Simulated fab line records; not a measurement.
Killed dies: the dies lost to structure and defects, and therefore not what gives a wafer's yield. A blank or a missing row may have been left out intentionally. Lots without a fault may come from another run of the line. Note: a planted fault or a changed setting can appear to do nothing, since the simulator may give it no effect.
Which tool is to blame?	flow nandHarc	12 lots with 36 wafers sampled at 5 steps, on a route of 1302 steps

## WHAT THE GAUGES READ, wafer by wafer
NHARC_END_SORT_01. Usual: killedAtArray 44, standard deviation 16; killedAtOther 0.6, standard deviation 1.1; killedAtPeriphery 3.9, standard deviation 2.6; killedDies 48, standard deviation 16; killedOpen 3.1, standard deviation 1.9; killedShort 2.4, standard deviation 1.8.
lot	measured	on	killedAtArray	killedAtOther	killedAtPeriphery	killedDies	killedOpen	killedShort	flag
L880	day 30 08:06	prober-01	32 36 25	1 0 0	8 6 3	41 42 28	3 2 0	2 1 0	

## EACH LOT AND THE TOOL THAT RAN IT (in order: tool; ch and the chambers of the sampled wafers; start)
lot	NHARC_A_STAIRCASE_DESCUM_252	NHARC_A_STAIRCASE_ETCH_253	NHARC_A_STAIRCASE_ETCH_271	NHARC_A_STAIRCASE_DEP_280
L865	rieDiel-10 ch 1,2, day 16 07:29	rieDiel-10 ch 0,1,2, day 16 07:35	rieDiel-04 ch 1,2, day 16 11:19	pecvd-02 ch 0,1, day 16 23:29
L868	rieDiel-04 ch 0,1,3, day 17 09:29	rieDiel-04 ch 1,2,3, day 17 09:34	rieDiel-04 ch 0,1,3, day 17 14:17	pecvd-01 ch 0,2, day 17 21:04
L867	rieDiel-07 ch 0,1,3, day 17 10:15	rieDiel-07 ch 1,2,3, day 17 10:20	rieDiel-07 ch 0,1,3, day 17 15:59	pecvd-02 ch 0,1,2, day 17 21:23
L871	rieDiel-04 ch 0,1, day 18 11:51	rieDiel-04 ch 0,1,2, day 18 11:57	rieDiel-07 ch 0,1,2, day 18 15:51	pecvd-04 ch 0,1,2, day 18 22:47
L872	rieDiel-10 ch 1,2,3, day 19 09:31	rieDiel-10 ch 0,1,2, day 19 09:35	rieDiel-07 ch 1,2,3, day 19 14:57	pecvd-01 ch 1,2, day 19 22:38
L877	rieDiel-07 ch 0,2,3, day 21 00:59	rieDiel-07 ch 0,2,3, day 21 01:05	rieDiel-04 ch 1,3, day 21 04:59	pecvd-02 ch 0,2, day 21 09:53
L880	rieDiel-04 ch 0,1,3, day 22 07:58	rieDiel-04 ch 1,2,3, day 22 08:03	rieDiel-04 ch 0,2,3, day 22 12:11	pecvd-04 ch 0,1,2, day 22 18:19
L883	rieDiel-04 ch 1,3, day 23 13:44	rieDiel-04 ch 1,3, day 23 13:51	rieDiel-10 ch 0,1,3, day 23 17:58	pecvd-02 ch 0,1, day 23 23:38
L885	rieDiel-04 ch 2,3, day 24 07:14	rieDiel-04 ch 2,3, day 24 07:19	rieDiel-10 ch 0,3, day 24 11:13	pecvd-02 ch 0,1,2, day 24 16:04
L887	rieDiel-10 ch 0,2,3, day 25 03:48	rieDiel-10 ch 0,2,3, day 25 03:54	rieDiel-04 ch 1,2,3, day 25 07:45	pecvd-01 ch 0,1,2, day 25 12:35
L886	rieDiel-10 ch 2,3, day 25 07:54	rieDiel-10 ch 0,2,3, day 25 08:01	rieDiel-07 ch 0,1,3, day 25 13:12	pecvd-01 ch 1,2, day 25 23:01
L888	rieDiel-07 ch 0,2,3, day 26 07:11	rieDiel-07 ch 2,3, day 26 07:17	rieDiel-04 ch 0,1,2, day 26 11:00	pecvd-02 ch 0,2, day 26 19:45
- NHARC_A_STAIRCASE_DESCUM_252: chemistry O2, time 3 s.
- NHARC_A_STAIRCASE_ETCH_253: etches the open film in C4F8/O2, target depth 50 nm, time 20.2 s.
- NHARC_A_STAIRCASE_ETCH_271: etches the open film in CF4/CHF3.
- NHARC_A_STAIRCASE_DEP_280: deposits SiON, target thk 30 nm.

## AS READ BY THE TOOLS THEMSELVES (means over the sampled wafers that have a number; for cases with no such wafer, the mark the record gives instead)
NHARC_A_STAIRCASE_DESCUM_252. Usual: drypumpMotorCurrentA 5.6 A, standard deviation 0.58; oesProductAu 1.002 a.u., standard deviation 0.0078; rfVppV 57.7 V, standard deviation 0.9; showerheadPlenumPTorr 1.89 Torr, standard deviation 0.085; throttleValvePct 11.310 %, standard deviation 0.0091.
lot	tool	drypumpMotorCurrentA (A)	oesProductAu (a.u.)	rfVppV (V)	showerheadPlenumPTorr (Torr)	throttleValvePct (%)	flag
L865	rieDiel-10	5.5	1.010	57.5	1.83	11.317	
L868	rieDiel-04	5.2	1.001	58.2	1.93	11.300	
L867	rieDiel-07	6.1	1.004	56.9	1.91	11.302	
L871	rieDiel-04	4.7	0.995	58.5	1.96	11.307	
L872	rieDiel-10	5.5	1.003	57.1	1.83	11.304	
L877	rieDiel-07	6.2	0.996	57.8	1.91	11.300	
L880	rieDiel-04	5.2	0.993	57.4	1.92	11.319	
L883	rieDiel-04	5.8	1.004	57.6	1.89	11.304	
L885	rieDiel-04	6.0	0.998	57.4	1.91	11.312	
L887	rieDiel-10	5.9	0.997	57.6	1.84	11.317	
L886	rieDiel-10	5.7	1.005	57.1	1.81	11.313	
L888	rieDiel-07	6.2	0.996	57.9	1.90	11.307	

NHARC_A_STAIRCASE_ETCH_253. Usual: oesProductAu 0.959 a.u., standard deviation 0.018; rfVppV 894 V, standard deviation 5.4.
lot	tool	oesProductAu (a.u.)	rfVppV (V)	flag
L865	rieDiel-10	0.963	893	
L868	rieDiel-04	0.951	893	
L867	rieDiel-07	0.967	894	
L871	rieDiel-04	0.915	896	
L872	rieDiel-10	0.973	891	
L877	rieDiel-07	0.967	895	
L880	rieDiel-04	0.961	893	
L883	rieDiel-04	0.961	895	
L885	rieDiel-04	0.968	896	
L887	rieDiel-10	0.965	892	
L886	rieDiel-10	0.953	892	
L888	rieDiel-07	0.968	891	

NHARC_A_STAIRCASE_ETCH_271. Usual: drypumpMotorCurrentA 5.7 A, standard deviation 0.52; oesProductAu 0.956 a.u., standard deviation 0.021; rfVppV 369.8 V, standard deviation 2.3; showerheadPlenumPTorr 1.55 Torr, standard deviation 0.06; throttleValvePct 16.803 %, standard deviation 0.0089.
lot	tool	drypumpMotorCurrentA (A)	oesProductAu (a.u.)	rfVppV (V)	showerheadPlenumPTorr (Torr)	throttleValvePct (%)	flag
L865	rieDiel-04	5.5	0.956	369.0	1.52	16.801	
L868	rieDiel-04	5.2	0.948	371.2	1.59	16.797	
L867	rieDiel-07	6.1	0.968	370.9	1.57	16.809	
L871	rieDiel-07	6.0	0.965	370.6	1.58	16.809	
L872	rieDiel-07	5.9	0.962	368.9	1.53	16.799	
L877	rieDiel-04	5.3	0.972	368.6	1.51	16.807	
L880	rieDiel-04	5.5	0.927	371.5	1.60	16.797	
L883	rieDiel-10	5.6	0.969	370.0	1.53	16.800	
L885	rieDiel-10	6.1	0.976	369.5	1.54	16.802	
L887	rieDiel-04	5.6	0.973	368.6	1.52	16.803	
L886	rieDiel-07	6.1	0.982	370.2	1.56	16.802	
L888	rieDiel-04	5.1	0.971	370.1	1.55	16.794	

NHARC_A_STAIRCASE_DEP_280. Usual: heaterPowerW 824 W, standard deviation 97; rfFwdPowerW 348.5 W, standard deviation 1.2; showerheadVppV 1188 V, standard deviation 86.
lot	tool	heaterPowerW (W)	rfFwdPowerW (W)	showerheadVppV (V)	flag
L865	pecvd-02	923	349.1	1244	
L868	pecvd-01	888	348.5	1127	
L867	pecvd-02	833	348.6	1207	
L871	pecvd-04	786	349.1	1174	
L872	pecvd-01	743	347.8	1273	
L877	pecvd-02	871	348.1	1142	
L880	pecvd-04	839	302.3	1077	OFF
L883	pecvd-02	909	348.4	1248	
L885	pecvd-02	818	348.4	1191	
L887	pecvd-01	754	348.2	1200	
L886	pecvd-01	781	348.8	1273	
L888	pecvd-02	917	347.8	1190	

## THE ANSWER, worked out from the rows above alone
Rule: lot off if the mean of its wafers having a number is beyond 3 standard deviations from the usual mean. A lot without any number at a reading at which 4 lots or more have one is off too. Any other lot the step has rows for is counted as sound. The gauges are gone through in route order, then the tools' own readings, and for those a lot's mean is taken as printed above. At the first step where some lot is off, the reading lying furthest off is the one used; lots without a number count as furthest.
Off at NHARC_A_STAIRCASE_DEP_280 (rfFwdPowerW): L880.
A tool fits if, at that step or a process step before it, it ran every lot that is off, and no sound lot after the first of them. One fits: NHARC_A_STAIRCASE_DEP_280 on pecvd-04. Its last sound lot is L871 (day 18 22:47), its first lot that is off L880 (day 22 18:19): a fault that began between those two fits.
The tool's own readings at NHARC_A_STAIRCASE_DEP_280 bear it out: on the lots that are off they differ by more than 5 times the standard deviation of the sound lots' means. rfFwdPowerW reads 302.3 W there against 348.4 W on the sound lots.

## WHAT THE SIMULATOR HAD PUT IN
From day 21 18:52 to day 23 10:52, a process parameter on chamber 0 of pecvd-04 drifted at NHARC_A_STAIRCASE_DEP_280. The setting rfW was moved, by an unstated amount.
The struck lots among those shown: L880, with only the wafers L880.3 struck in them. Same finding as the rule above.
